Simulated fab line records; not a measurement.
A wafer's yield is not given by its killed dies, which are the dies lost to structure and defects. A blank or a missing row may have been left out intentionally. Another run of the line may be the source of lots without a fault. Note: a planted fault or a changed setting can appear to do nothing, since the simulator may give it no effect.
The tool behind it: which one? | flow n5Finfet | 12 lots, 36 wafers sampled, at 1 step of a route of 1938

== WHAT EACH GAUGE READ, for each wafer ==
N5_BEOL_M9_CD_MEAS_11: target cd 64.1 nm.
lot  | measured     | on       | cdNm (nm)
L074 | day 10 01:28 | cdSem-02 | 65.3 64.4 64.2
L077 | day 10 18:47 | cdSem-01 | 64.4 63.8 64.9
L080 | day 11 05:18 | cdSem-01 | 64.3 64.3 62.8
L081 | day 11 12:58 | cdSem-03 | 64.4 64.7 64.3
L083 | day 12 11:40 | cdSem-01 | 64.7 63.9 63.9
L084 | day 12 12:07 | cdSem-03 | 63.9 64.3 64.0
L087 | day 12 17:05 | cdSem-01 | 63.8 63.0 63.9
L091 | day 14 01:47 | cdSem-02 | 64.5 64.3 64.2
L090 | day 14 06:47 | cdSem-02 | 64.5 64.8 64.3
L092 | day 14 13:17 | cdSem-01 | 65.2 64.9 64.6
L095 | day 15 06:20 | cdSem-02 | 64.1 64.0 64.2
L097 | day 15 15:10 | cdSem-03 | 64.1 64.3 64.5

== TOOL THAT RAN EACH LOT (tool first, then ch and the chambers of the sampled wafers, then the start) ==
Before these readings, the record contains no process step.

== THE ANSWER, worked out from the rows above alone ==
Rule: the usual values come from the lots themselves. Put in order of their means at a reading, lots are off if they are a third of the lots or fewer, leave a main group of 4 or more, and stand apart from it by a gap of 3 or more times the standard deviation of the main group's means; of several such gaps the widest counts. Not used: any main group whose means are identical at the precision the tables above print for the reading. Also off: a lot with no number at a reading for which 4 or more lots have one. Any other lot the step has rows for is counted as sound.
Nothing can be told from this: no lot is off at any reading shown.

== WHAT THE SIMULATOR HAD INSERTED ==
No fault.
